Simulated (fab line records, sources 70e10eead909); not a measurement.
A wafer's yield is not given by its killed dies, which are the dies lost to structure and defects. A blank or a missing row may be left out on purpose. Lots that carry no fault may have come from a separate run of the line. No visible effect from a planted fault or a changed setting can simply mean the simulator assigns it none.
The tool behind it: which one?	flow nandHarc	14 lots with 42 wafers sampled at 5 steps, on a route of 1302 steps

WHAT THE GAUGES SHOWED, per wafer
NHARC_A_ONON_D2_THK_MEAS_11: measures by ellipsometry. Usual: thkNm at 999 nm, with a standard deviation of 8.
lot	measured	on	thkNm (nm)	flag
L495	day 12 10:19	filmMetro-02	999 998 998	
L496	day 13 06:14	filmMetro-02	1008 1009 1007	
L497	day 13 06:14	filmMetro-01	994 992 993	
L504	day 16 16:11	filmMetro-01	997 998 997	
L505	day 16 22:59	filmMetro-01	1002 1001 1001	
L508	day 17 15:47	filmMetro-01	993 993 994	
L509	day 18 21:40	filmMetro-01	983 983 982	
L510	day 19 03:13	filmMetro-02	1005 1005 1005	
L512	day 19 03:23	filmMetro-02	1011 1011 1012	
L514	day 20 09:26	filmMetro-02	1006 1006 1004	
L515	day 20 22:38	filmMetro-02	995 996 996	
L516	day 21 15:10	filmMetro-02	986 989 988	
L517	day 21 21:23	filmMetro-01	1009 1008 1009	
L518	day 22 05:09	filmMetro-02	1013 1012 1013	

NHARC_A_ONON_D2_THK_MEAS_24: measures by ellipsometry. Usual: thkNm at 1002 nm, with a standard deviation of 9.4.
lot	measured	on	thkNm (nm)	flag
L495	day 12 18:14	filmMetro-02	984 986 983	
L496	day 13 16:16	filmMetro-02	999 1001 998	
L497	day 13 16:17	filmMetro-01	1005 1005 1003	
L504	day 17 02:13	filmMetro-01	878 880 878 878 881 880	OFF
L505	day 17 16:09	filmMetro-02	874 872 872 874 873 874	OFF
L508	day 18 01:28	filmMetro-01	1001 1000 1001	
L509	day 19 07:04	filmMetro-02	1011 1013 1010	
L510	day 19 12:34	filmMetro-02	984 984 985	
L512	day 19 12:32	filmMetro-02	1003 1002 1002	
L514	day 20 19:08	filmMetro-01	1009 1008 1006	
L515	day 21 08:04	filmMetro-02	1004 1007 1006	
L516	day 22 02:43	filmMetro-01	1003 1001 1002	
L517	day 22 06:28	filmMetro-02	1008 1007 1006	
L518	day 22 14:14	filmMetro-02	981 979 980	

TOOL THAT RAN EACH LOT (tool first, then ch and the chambers of the sampled wafers, then the start)
lot	NHARC_A_CHANNEL_FILL_D1_ETCHBACK_08	NHARC_A_DECK1_JOINT_DEP_16	NHARC_A_ONON_D2_DEP_22
L495	rieDiel-04 ch 1,2, day 12 07:43 or earlier	pecvd-03 ch 0,2, day 12 07:43	pecvdOnon-03 ch 0, day 12 17:44
L496	rieDiel-04 ch 2,3, day 13 03:38 or earlier	pecvd-04 ch 0,1,2, day 13 03:38	pecvdOnon-04 ch 0, day 13 15:46
L497	rieDiel-13 ch 1,2, day 13 03:42 or earlier	pecvd-03 ch 0,1, day 13 03:42	pecvdOnon-03 ch 0, day 13 15:50
L504	rieDiel-09 ch 0,1,3, day 16 13:36 or earlier	pecvd-04 ch 0,1,2, day 16 13:36	pecvdOnon-04 ch 0, day 17 01:42
L505	rieDiel-13 ch 0,1,3, day 16 20:24 or earlier	pecvd-04 ch 0,1, day 16 20:24	pecvdOnon-04 ch 0, day 17 15:41
L508	rieDiel-09 ch 1,2,3, day 17 12:55 or earlier	pecvd-04 ch 0,1,2, day 17 12:55	pecvdOnon-01 ch 0, day 18 00:58
L509	rieDiel-09 ch 0,1,3, day 18 19:07 or earlier	pecvd-03 ch 0,1,2, day 18 19:07	pecvdOnon-03 ch 0, day 19 06:36
L510	rieDiel-09 ch 1,2,3, day 19 00:37 or earlier	pecvd-01 ch 0,2, day 19 00:37	pecvdOnon-03 ch 0, day 19 12:06
L512	rieDiel-13 ch 0,1,3, day 19 00:47 or earlier	pecvd-03 ch 0,1, day 19 00:47	pecvdOnon-01 ch 0, day 19 12:02
L514	rieDiel-09 ch 0,2,3, day 20 06:50 or earlier	pecvd-01 ch 0,1,2, day 20 06:50	pecvdOnon-04 ch 0, day 20 18:38
L515	rieDiel-09 ch 2,3, day 20 20:03 or earlier	pecvd-04 ch 0,2, day 20 20:03	pecvdOnon-04 ch 0, day 21 07:37
L516	rieDiel-13 ch 0,2,3, day 21 12:37 or earlier	pecvd-04 ch 0,1,2, day 21 12:37	pecvdOnon-03 ch 0, day 22 02:20
L517	rieDiel-04 ch 0,1,2, day 21 18:47 or earlier	pecvd-04 ch 0,1,2, day 21 18:47	pecvdOnon-03 ch 0, day 22 05:58
L518	rieDiel-13 ch 1,2,3, day 22 02:34 or earlier	pecvd-04 ch 1,2, day 22 02:34	pecvdOnon-01 ch 0, day 22 13:43
- NHARC_A_CHANNEL_FILL_D1_ETCHBACK_08: etches the open film in C4F8, target depth 220 nm, time 110 s.
- NHARC_A_DECK1_JOINT_DEP_16: deposits SiO2, target thk 45 nm.
- NHARC_A_ONON_D2_DEP_22: target thk 1000 nm.

WHAT THE TOOLS THEMSELVES READ (means of the sampled wafers that have a number; where no wafer has one, the mark that the record gives instead)
NHARC_A_CHANNEL_FILL_D1_ETCHBACK_08. Usual: oesProductAu 0.96 a.u., standard deviation 0.04; rfVppV 442.2 V, standard deviation 1.9.
lot	tool	oesProductAu (a.u.)	rfVppV (V)	flag
L495	rieDiel-04	1.00	442.3	
L496	rieDiel-04	1.00	441.3	
L497	rieDiel-13	0.92	441.8	
L504	rieDiel-09	1.01	441.9	
L505	rieDiel-13	0.92	441.1	
L508	rieDiel-09	0.92	442.6	
L509	rieDiel-09	0.99	442.0	
L510	rieDiel-09	0.99	442.6	
L512	rieDiel-13	0.92	440.5	
L514	rieDiel-09	1.00	442.4	
L515	rieDiel-09	0.92	443.3	
L516	rieDiel-13	0.92	443.0	
L517	rieDiel-04	0.93	443.5	
L518	rieDiel-13	0.93	442.2	

NHARC_A_DECK1_JOINT_DEP_16. Usual: heaterPowerW 590 W, standard deviation 76; throttleValvePct 15.9 %, standard deviation 0.55.
lot	tool	heaterPowerW (W)	throttleValvePct (%)	flag
L495	pecvd-03	571	15.5	
L496	pecvd-04	571	15.8	
L497	pecvd-03	622	15.4	
L504	pecvd-04	613	15.9	
L505	pecvd-04	635	15.9	
L508	pecvd-04	551	16.0	
L509	pecvd-03	545	15.7	
L510	pecvd-01	669	16.6	
L512	pecvd-03	590	15.7	
L514	pecvd-01	670	16.8	
L515	pecvd-04	650	15.6	
L516	pecvd-04	573	15.6	
L517	pecvd-04	607	15.9	
L518	pecvd-04	548	15.4	

THE ANSWER, worked out from the rows above alone
Rule: a lot counts as off when the mean over its wafers that have a number is more than 3 standard deviations away from the usual mean. A lot without any number at a reading at which 4 lots or more have one is off too. The other lots that the step has rows for count as sound. After the gauges, taken in route order, come the tools' own readings; for these a lot's mean is taken, as printed above. At the first step where some lot is off, the reading lying furthest off is the one used; lots without a number count as furthest.
Off at NHARC_A_ONON_D2_THK_MEAS_24 (thkNm): L504, L505.
If a tool, at a process step before that reading, ran all the lots that are off and no sound lot after the first of them, it fits. Gauges at NHARC_A_ONON_D2_THK_MEAS_24: tried the same way as those tools. NHARC_A_CHANNEL_FILL_D1_ETCHBACK_08 gives no start for some lots, so the hours and the order of its lots are those of NHARC_A_DECK1_JOINT_DEP_16. Not one of the candidates tried fits.

WHAT THE SIMULATOR HAD PUT IN
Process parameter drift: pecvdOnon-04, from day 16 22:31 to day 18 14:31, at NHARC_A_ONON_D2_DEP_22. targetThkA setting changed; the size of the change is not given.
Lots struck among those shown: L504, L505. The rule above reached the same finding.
